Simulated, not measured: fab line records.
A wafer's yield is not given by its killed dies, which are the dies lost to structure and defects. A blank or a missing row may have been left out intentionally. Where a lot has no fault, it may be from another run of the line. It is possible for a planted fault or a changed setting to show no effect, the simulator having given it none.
The tool behind it: which one? ; flow nand_harc ; 18 wafers from 6 lots sampled at 3 of the route's 1159 steps

WHAT THE GAUGES READ, wafer by wafer
NHARC_A_ZERO_WELL_INSPECT_17.
lot;measured;on;raw_defect_count
L285;day 6 13:57;defect_inspect-01;10 11 10
L288;day 7 13:51;defect_inspect-01;16 11 6
L294;day 9 04:46;defect_inspect-02;608 641 599
L300;day 10 14:00;defect_inspect-01;7 8 8
L304;day 11 18:31;defect_inspect-01;13 23 10
L307;day 12 22:25;defect_inspect-02;5 5 10

WHAT TOOL EACH LOT RAN ON (gives the tool, then ch and the chambers of the sampled wafers, and finally the start)
lot;NHARC_P_BONDPAD_DESCUM_11;NHARC_A_ZERO_WELL_STRIP_14
L285;rie_diel-11 ch 0,2, day 6 08:38;wet_bench-09 ch 0,2,3, day 6 12:58
L288;rie_diel-10 ch 1,2, day 7 08:27;wet_bench-09 ch 0,1,5, day 7 12:53
L294;rie_diel-08 ch 0,1,3, day 8 23:25;wet_bench-09 ch 1,2,4, day 9 03:49
L300;rie_diel-08 ch 1,2,3, day 10 08:26;wet_bench-05 ch 2,5,6, day 10 13:04
L304;rie_diel-08 ch 0,1,3, day 11 13:09;wet_bench-05 ch 2,5,6, day 11 17:33
L307;rie_diel-08 ch 0,2,3, day 12 17:08;wet_bench-06 ch 1,3,5, day 12 21:28
- NHARC_P_BONDPAD_DESCUM_11: chemistry O2, time 3 s.
- NHARC_A_ZERO_WELL_STRIP_14: strips in SPM, time 900 s.

THE ANSWER, worked out from the rows above alone
Rule: the lots themselves supply what counts as usual. Put in order of their means at a reading, lots are off if they are a third of the lots or fewer, leave a main group of 4 or more, and stand apart from it by a gap of 3 or more times the standard deviation of the main group's means; of several such gaps the widest counts. A main group is skipped when, at the precision printed for the reading in the tables above, its means are all equal. Also off: a lot with no number at a reading for which 4 or more lots have one. Where the step has rows for the other lots, those lots are counted as sound.
Off, at NHARC_A_ZERO_WELL_INSPECT_17 on raw_defect_count: L294. Main group: mean 10, sd 3.
If a tool, at a process step before that reading, ran all the lots that are off and no sound lot after the first of them, it fits. The gauges at NHARC_A_ZERO_WELL_INSPECT_17 are tried like those tools. One fits: wet_bench-09 at NHARC_A_ZERO_WELL_STRIP_14. Its last sound lot is L288 (day 7 12:53), its first lot that is off L294 (day 9 03:49): a fault that began between those two fits.

WHAT THE SIMULATOR HAD INSERTED
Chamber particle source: wet_bench-09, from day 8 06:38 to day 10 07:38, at NHARC_A_ZERO_WELL_STRIP_14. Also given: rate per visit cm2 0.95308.
Shown lots that were struck: L294. The rule above found the same.
